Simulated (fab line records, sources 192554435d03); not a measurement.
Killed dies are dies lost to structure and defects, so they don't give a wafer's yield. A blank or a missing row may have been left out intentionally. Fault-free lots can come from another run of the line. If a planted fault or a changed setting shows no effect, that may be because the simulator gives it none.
Matching of chambers    flow n5_finfet    rie_diel-03 running N5_BEOL_M13_DESCUM_15: 4 sister chambers
The step chemistry O2, time 7.9 s. 4 wafers are shown with their chamber, then 12 later ones without.

WAFERS WITH THEIR CHAMBER
wafer   chamber  drypump_motor_current_A (A)
L088.2  3        5.1
L089.1  0        5.5
L089.3  2        6.1
L089.4  1        5.4

WAFERS MISSING THEIR CHAMBER
wafer   drypump_motor_current_A (A)
L092.2  5.5
L092.5  5.1
L092.6  5.5
L095.2  5.3
L095.3  5.1
L095.5  5.1
L096.1  5.1
L096.3  5.5
L096.5  6.1
L097.1  6.1
L097.2  5.4
L097.3  5.5

WHICH CHAMBER EACH WENT THROUGH
wafer   from the rows above  in truth
L092.2  0                    0
L092.5  3                    3
L092.6  0                    0
L095.2  1                    1
L095.3  3                    3
L095.5  3                    3
L096.1  3                    3
L096.3  0                    0
L096.5  2                    2
L097.1  2                    2
L097.2  1                    1
L097.3  0                    0
12 of 12 placed correctly. Left unplaced by these rows: 0. Wrongly placed: 0.
How it was worked out, from the rows above alone: a wafer's distance from a chamber is the root of the sum, over the readings, of the square of ((its reading less the chamber's mean) divided by the reading's scatter). The wafer belongs to the nearest chamber; if the next one is less than 2 further off, it can't be placed. Each chamber's mean is taken over the wafers shown for it. The scatter: root of mean squared gap, hidden wafer to nearest shown wafer, with one shown wafer a chamber.
